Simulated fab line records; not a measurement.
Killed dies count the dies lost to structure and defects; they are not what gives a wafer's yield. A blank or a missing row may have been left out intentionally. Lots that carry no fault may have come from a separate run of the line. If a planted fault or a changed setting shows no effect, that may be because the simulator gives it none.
A struck lot beside a sound one || flow nandHarc || 40 out of 1302 route steps
Sound: these wafers, L813.1, L813.2, L813.6. The struck wafers were L807.1, L807.5, L807.6. The cause comes at the end.
At each step with rows: each side's tool, then ch and its chambers, then its first start. Under that, the readings that differ: sound wafers || struck wafers || difference of the means || sigmas: that difference in standard deviations of wafers without a fault.
alike: readings whose means differ by less than 2 such deviations, and words and numbers that are the same on both sides. not compared: withheld readings, readings that some wafer has no value for, bounds like >300 that may hide the same value, and numbers for which the record gives no deviation and whose values overlap.
A row with sigmas, a row that says differs or no value, or rows on one side alone: a step with any of these is where the two part. When numbers do not overlap yet have no deviation, they are printed without sigmas and do not part them. A reading missing from all wafers of one side parts the sides only when that side holds two or more wafers.

first, 5 steps without rows for these wafers: NHARC_A_STAIRCASE_EBR_246; NHARC_A_STAIRCASE_EXPOSE_247 (exposes mask SDS 1); NHARC_A_STAIRCASE_PEB_248 (peb time 130 s); NHARC_A_STAIRCASE_DEVELOP_249 (time 140 s); NHARC_A_STAIRCASE_HARDBAKE_251 (time 140 s).
NHARC_A_STAIRCASE_DESCUM_252: chemistry O2, time 3 s.
  sound on rieDiel-12 ch 0,1,2, day 24 02:04; struck on rieDiel-02 ch 2,3, day 21 06:39
  alike: drypumpMotorCurrentA, oesProductAu, rfVppV, showerheadPlenumPTorr, throttleValvePct
  not compared: rfHoursCounterH
NHARC_A_STAIRCASE_ETCH_253: etches the open film in C4F8/O2, target depth 50 nm, time 20.2 s.
  sound on rieDiel-12 ch 1,2,3, day 24 02:09; struck on rieDiel-02 ch 1,2, day 21 06:44
  alike: oesProductAu, rfVppV
  not compared: rfHoursCounterH
then, 4 steps without rows for these wafers: NHARC_A_STAIRCASE_STRIP_254 (strips in O2); NHARC_A_STAIRCASE_STRIP_255 (strips in SPM, time 900 s); NHARC_A_STAIRCASE_PRECLEAN_256 (cleans in SC1); NHARC_A_STAIRCASE_SRD_257.
NHARC_A_STAIRCASE_HM_DEP_456: deposits aC, target thk 3100 nm.
  sound on aclDep-02 ch 0, day 24 03:08; struck on aclDep-01 ch 0, day 21 10:02
  alike: throttleValvePct
then, 10 steps without rows for these wafers: NHARC_A_STAIRCASE_DEP_259 (deposits SiON, target thk 30 nm); NHARC_A_STAIRCASE_DEHYDRATE_260 (time 120 s); NHARC_A_STAIRCASE_HMDS_261 (time 30 s); NHARC_A_STAIRCASE_COAT_262; NHARC_A_STAIRCASE_SOFTBAKE_263 (time 170 s); NHARC_A_STAIRCASE_EBR_264; NHARC_A_STAIRCASE_EXPOSE_265 (exposes mask CHOP 200); NHARC_A_STAIRCASE_PEB_266 (peb time 130 s); NHARC_A_STAIRCASE_DEVELOP_267 (time 140 s); NHARC_A_STAIRCASE_HARDBAKE_269 (time 140 s).
NHARC_A_STAIRCASE_DESCUM_270: chemistry O2, time 3 s.
  sound on rieDiel-12 ch 0,1,2, day 24 05:58; struck on rieDiel-12 ch 0,1,2, day 21 12:55
{"reading": "rfVppV (V)", "sound": "55.5 57.8 55.4", "struck": "57.8 57.9 58.7", "difference": "+1.9", "sigmas": "+2"}
  alike: drypumpMotorCurrentA, oesProductAu, showerheadPlenumPTorr, throttleValvePct
  not compared: rfHoursCounterH
then, 4 steps without rows for these wafers: NHARC_A_STAIRCASE_ETCH_271 (etches the open film in CF4/CHF3); NHARC_A_STAIRCASE_HM_OPEN_457 (chemistry O2/COS); NHARC_A_STAIRCASE_STRIP_458 (strips in O2/COS); NHARC_A_STAIRCASE_ETCH_451 (etches the open film in CF4/O2, target depth 30 nm, overetch 3 nm, time 16.5 s).
NHARC_A_STAIRCASE_ETCH_273: etches the open film in C4F8/O2/Ar, target depth 10200 nm, time 2468.6 s.
  sound: rieDiel-12 ch 0,1,2; struck: rieDiel-12 ch 0,1,2
  alike: oesProductAu, rfVppV
  not compared: rfHoursCounterH
then, 5 steps without rows for these wafers: NHARC_A_STAIRCASE_STRIP_274 (strips in O2); NHARC_A_STAIRCASE_STRIP_275 (strips in SPM, time 900 s); NHARC_A_STAIRCASE_PRECLEAN_276 (cleans in SC1); NHARC_A_STAIRCASE_SRD_277; NHARC_A_STAIRCASE_HM_DEP_459 (deposits aC, target thk 1500 nm).
NHARC_A_STAIRCASE_DEP_280: deposits SiON, target thk 30 nm.
  sound on pecvd-02 ch 1,2, day 24 14:55; struck on pecvd-04 ch 0,2, day 21 19:44
  alike: heaterPowerW
then, 5 steps without rows for these wafers: NHARC_A_STAIRCASE_DEHYDRATE_281 (time 120 s); NHARC_A_STAIRCASE_HMDS_282 (time 30 s); NHARC_A_STAIRCASE_COAT_283; NHARC_A_STAIRCASE_SOFTBAKE_284 (time 170 s); NHARC_A_STAIRCASE_EBR_285.
-- the record jumps here: 8 days lie between the struck wafers' starts before and after (it left off in module A_STAIRCASE and takes up again in module END, whose first step shown is number 1302 of the route) --
NHARC_END_SORT_01:
  at this point the record logs the struck wafers (prober-02 ch 0, day 29 11:46) and has no rows for the sound ones

## WHERE THEY PART
Earliest at NHARC_A_STAIRCASE_DESCUM_270; latest, in this record, at NHARC_END_SORT_01.

WHY: what the simulator had put in
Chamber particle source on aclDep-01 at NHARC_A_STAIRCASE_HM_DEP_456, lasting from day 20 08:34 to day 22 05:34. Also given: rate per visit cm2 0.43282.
